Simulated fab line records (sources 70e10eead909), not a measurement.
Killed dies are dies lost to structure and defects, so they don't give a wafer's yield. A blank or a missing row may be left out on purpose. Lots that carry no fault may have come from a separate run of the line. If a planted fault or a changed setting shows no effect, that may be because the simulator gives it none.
Which tool was responsible? :: flow nand harc :: at 1 step of a route of 1302, 10 lots with 30 wafers sampled

## WHAT EACH GAUGE READ, for each wafer
NHARC_A_CHANNEL_FILL_D2_INSPECT_13.
lot: L075
measured: day 15 21:09
on: defect inspect-01
raw defect count: 307 361 416

lot: L077
measured: day 16 15:19
on: defect inspect-02
raw defect count: 235 287 579

lot: L080
measured: day 18 08:28
on: defect inspect-01
raw defect count: 264 536 316

lot: L081
measured: day 18 16:56
on: defect inspect-02
raw defect count: 315 386 617

lot: L083
measured: day 19 19:17
on: defect inspect-02
raw defect count: 689 485 388

lot: L085
measured: day 20 01:25
on: defect inspect-02
raw defect count: 315 449 318

lot: L087
measured: day 20 11:52
on: defect inspect-02
raw defect count: 240 241 274

lot: L089
measured: day 21 16:22
on: defect inspect-02
raw defect count: 468 413 552

lot: L092
measured: day 23 13:55
on: defect inspect-02
raw defect count: 294 339 440

lot: L095
measured: day 24 14:18
on: defect inspect-02
raw defect count: 465 246 320

## WHICH TOOL RAN EACH LOT (tool, then ch and the chambers of the sampled wafers, then the start)
No process step before these readings appears in the record.

## THE ANSWER, worked out from the rows above alone
Rule: usual is defined by the lots themselves. The widest of any qualifying gaps counts: lots, ordered by their means at a reading, are off when they make up no more than a third of the lots, leave a main group of 4 or more, and stand apart from it by 3 or more times the standard deviation of that group's means. A main group whose means are all the same, to the digits that the tables above print for the reading, isn't used. Also off: a lot with no number at a reading for which 4 or more lots have one. Any other lot the step has rows for is counted as sound.
None of the lots is off at any reading shown; this tells nothing.

## WHAT THE SIMULATOR PUT IN
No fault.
